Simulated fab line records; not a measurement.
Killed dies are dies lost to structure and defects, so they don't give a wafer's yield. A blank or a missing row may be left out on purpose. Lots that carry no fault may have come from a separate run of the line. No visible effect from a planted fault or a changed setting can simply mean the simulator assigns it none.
Matching of chambers ; flow n5_finfet ; N5_FIN_SAQP_MANDREL_ETCH_58 on rie_si-01 has 4 sister chambers
The step etches a-Si in HBr/Cl2, stops on SiNx, target depth 45 nm, bt time 10 s, time 27 s. 8 wafers are shown with their chamber, then 12 later ones without.

WAFERS, EACH WITH ITS CHAMBER
wafer;chamber;drypump_motor_current_A (A);throttle_valve_pct (%)
L089.1;2;5.4;35.40
L089.2;3;6.7;35.46
L089.3;0;6.0;35.85
L089.5;1;6.0;35.90
L089.6;2;5.3;35.37
L091.1;3;6.7;35.46
L091.3;1;6.0;35.92
L091.4;0;6.0;35.86

WAFERS WITHOUT THEIR CHAMBER
wafer;drypump_motor_current_A (A);throttle_valve_pct (%)
L092.2;6.7;35.47
L092.5;5.9;35.93
L092.6;6.0;35.89
L095.2;6.0;35.91
L095.4;6.0;35.86
L095.5;6.0;35.90
L097.1;6.0;35.91
L097.2;6.0;35.86
L097.3;5.4;35.42
L097.4;6.6;35.43
L097.5;6.6;35.45
L097.6;5.4;35.37

EACH ONE'S CHAMBER
wafer;from the rows above;in truth
L092.2;3;3
L092.5;1;1
L092.6;can't be placed: 1 or 0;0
L095.2;1;1
L095.4;0;0
L095.5;1;1
L097.1;1;1
L097.2;0;0
L097.3;2;2
L097.4;3;3
L097.5;3;3
L097.6;2;2
Placed correctly: 11 of 12. From these rows, 1 cannot be placed; in 1 the true chamber is one of the candidates. Number placed wrongly: 0.
How it was worked out, from the rows above alone: a wafer's distance from a chamber is the root of the sum, over the readings, of the square of ((its reading less the chamber's mean) divided by the reading's scatter). If the next closest chamber is less than 2 further off than the closest, the wafer can't be placed; otherwise it belongs to the closest. Each chamber's mean is taken over the wafers shown for it. The scatter: take each reading less its chamber's mean, square it, sum over the shown wafers, divide by the number of wafers less the number of chambers, and take the root.
